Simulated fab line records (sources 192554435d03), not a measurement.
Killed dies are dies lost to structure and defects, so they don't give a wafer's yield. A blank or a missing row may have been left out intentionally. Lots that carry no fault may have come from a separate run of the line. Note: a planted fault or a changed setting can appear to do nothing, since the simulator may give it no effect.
Lot-split experiment	flow n5Finfet	39 wafers read from 7 lots, route of 1938 steps

## THE SPLIT
At N5_FIN_SAQP_HM_DEP_72 (deposits SiO2 from SiH4/N2O, target thk 12 nm, time 7.2 s), the setting targetThkA was moved away from the recipe's 120 angstrom on 18 of the 39 wafers read, by -13.7% to +10.9%. This setting was run at the recipe's value on the other wafers.

## FROM THE SPLIT TO THE READING: what the file shows between them, 4 steps
- N5_FIN_SAQP_COAT_49: time 60 s, resist thk 100 nm
- N5_FIN_SAQP_COAT_50: time 60 s, resist thk 35 nm
- N5_FIN_SAQP_ETCH_52: etches SOC in N2/H2, target depth 100 nm, overetch 20 nm, time 150 s
- N5_FIN_SAQP_STRIP_53: strips in N2/H2

## THE READING
etch.depthNm (the simulator's own value, which no gauge read), in nm, at N5_FIN_SAQP_HM_OPEN_73 (chemistry CHF3/O2, target SiO2, stops on a-Si, target depth 12 nm, time 16.8 s). The file gives no usual value for it. Here, 21 wafers ran the recipe; their average is 12.003 nm with a standard deviation of 0.19 nm.

wafer	tool, chamber at the split	targetThkA as run, angstrom	against the recipe	etch.depthNm, nm	against lot-mates on the recipe
L076.1	pecvd-03, 2	120	recipe	11.77	-
L076.2	pecvd-03, 1	108.7	-9.4%	10.74	-1.157
L076.5	pecvd-03, 1	108.7	-9.4%	10.74	-1.157
L076.3	pecvd-03, 0	120	recipe	11.89	-
L076.4	pecvd-03, 0	108.7	-9.4%	11	-0.897
L076.6	pecvd-03, 2	120	recipe	12.03	-
L080.1	pecvd-04, 0	129.1	+7.6%	12.98	+0.823
L080.2	pecvd-04, 2	129.1	+7.6%	12.69	+0.533
L080.3	pecvd-04, 1	129.1	+7.6%	13	+0.843
L080.4	pecvd-04, 2	120	recipe	12.13	-
L080.5	pecvd-04, 1	120	recipe	12.25	-
L080.6	pecvd-04, 0	120	recipe	12.09	-
L081.1	pecvd-03, 1	130.8	+9.0%	12.81	+0.897
L081.2	pecvd-03, 2	130.8	+9.0%	13.04	+1.127
L081.3	pecvd-03, 0	120	recipe	11.93	-
L081.4	pecvd-03, 0	120	recipe	12.06	-
L081.5	pecvd-03, 2	130.8	+9.0%	13.18	+1.267
L081.6	pecvd-03, 1	120	recipe	11.75	-
L085.1	pecvd-02, 1	120	recipe	11.69	-
L085.2	pecvd-02, 0	103.6	-13.7%	9.867	-1.900
L085.3	pecvd-02, 2	120	recipe	11.86	-
L085.4	pecvd-02, 1	103.6	-13.7%	10.3	-1.467
L085.5	pecvd-02, 0	103.6	-13.7%	10.15	-1.617
L085.6	pecvd-02, 2	120	recipe	11.75	-
L086.2	pecvd-04, 0	120	recipe	12.13	-
L086.3	pecvd-04, 1	120	recipe	11.96	-
L086.4	pecvd-04, 0	120	recipe	12.38	-
L088.1	pecvd-04, 1	115.2	-4.0%	11.44	-0.587
L088.2	pecvd-04, 0	120	recipe	12.02	-
L088.3	pecvd-04, 2	120	recipe	11.87	-
L088.4	pecvd-04, 0	115.2	-4.0%	11.8	-0.227
L088.5	pecvd-04, 1	120	recipe	12.19	-
L088.6	pecvd-04, 2	115.2	-4.0%	11.73	-0.297
L089.1	pecvd-04, 1	120	recipe	11.9	-
L089.2	pecvd-04, 0	133.1	+10.9%	13.4	+1.297
L089.3	pecvd-04, 2	133.1	+10.9%	13.29	+1.187
L089.4	pecvd-04, 1	133.1	+10.9%	13.53	+1.427
L089.5	pecvd-04, 2	120	recipe	12.06	-
L089.6	pecvd-04, 0	120	recipe	12.35	-

THE FIT
A straight line over all 39 wafers: etch.depthNm changes by +0.127 nm for each +1% of targetThkA; r = +0.98; the points scatter about the line by 0.19 nm.
The same after taking each lot's own level away (the mean of its wafers on the recipe; 39 wafers): +0.116 nm for each +1%; r = +0.98; scatter 0.15 nm.
According to that fit, moving targetThkA by its largest amount changes the reading by 1.6 nm.
The lots' own levels span 11.7667 to 12.1567 nm, that is 2.1 times the standard deviation above.
Hence the lot-to-lot level has little effect on the slope; both slopes agree.
Check: with one of the wafers moved furthest among these (-13.7%) left out of the fit, the line predicts -1.54 nm for it against its lot-mates. It came out at -1.9 nm against them.

## ADDITIONAL SPLITS CARRIED BY THESE WAFERS
These wafers also went through other splits before the reading. Each is held against what the fit with the lots' levels taken away leaves over:
other split on the same wafers	wafers away from the commonest value	r with etch.depthNm (lot level and that fit taken away)
N5_PMOS_HMC_CHANNEL_EPI_FIN_RECESS_16 timeS	12	+0.18

## THE WHOLE CHAIN: every reading that the file lists as answering this split, in the file's order
step	what it does	reading	change (the file's fit)	r (the file's)
N5_FIN_SAQP_HM_DEP_72	deposits SiO2 from SiH4/N2O, target thk 12 nm, time 7.2 s	SiO2_of_FIN_SAQP_HM_DEP_72.thkNm (the simulator's own value, which no gauge read)	+0.116 nm for each +1% of the setting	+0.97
N5_FIN_SAQP_HM_OPEN_73	chemistry CHF3/O2, target SiO2, stops on a-Si, target depth 12 nm, time 16.8 s	etch.depthNm (the simulator's own value, which no gauge read)	+0.116 nm for each +1% of the setting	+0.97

## THE FILE'S OWN FIT
etch.depthNm changes by +0.116 nm for each +1% of targetThkA, r = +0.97.
